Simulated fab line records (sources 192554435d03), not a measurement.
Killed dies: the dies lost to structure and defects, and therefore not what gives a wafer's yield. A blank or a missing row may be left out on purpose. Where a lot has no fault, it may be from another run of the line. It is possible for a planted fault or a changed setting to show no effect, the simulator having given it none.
Chamber matching | flow n5Finfet | N5_BEOL_M2_DESCUM_16 on rieDiel-06 has 4 sister chambers
The step chemistry O2, time 7 s. 4 wafers are shown with their chamber, then 7 later ones without.

WAFERS WITH THEIR CHAMBER
wafer  | chamber | showerheadPlenumPTorr (Torr)
L091.1 | 0       | 2.07
L091.4 | 1       | 2.11
L095.1 | 2       | 2.17
L095.2 | 3       | 2.09

WAFERS WITHOUT THEIR CHAMBER
wafer  | showerheadPlenumPTorr (Torr)
L095.4 | 2.11
L094.1 | 2.17
L094.4 | 2.09
L094.5 | 2.06
L097.4 | 2.06
L097.5 | 2.09
L097.6 | 2.17

THE CHAMBER EACH PASSED THROUGH
wafer  | from the rows above | in truth
L095.4 | 1                   | 1
L094.1 | 2                   | 2
L094.4 | 3                   | 3
L094.5 | 0                   | 0
L097.4 | 0                   | 0
L097.5 | 3                   | 3
L097.6 | 2                   | 2
Correct placement for 7 of the 7. Can't be placed from these rows: 0. Wrongly placed: 0.
How it was worked out, from the rows above alone: a wafer's distance from a chamber is the root of the sum, over the readings, of the square of ((its reading less the chamber's mean) divided by the reading's scatter). The wafer belongs to the nearest chamber; if the next one is less than 2 further off, it can't be placed. Each chamber's mean is taken over the wafers shown for it. The scatter: root of mean squared gap, hidden wafer to nearest shown wafer, with one shown wafer a chamber.
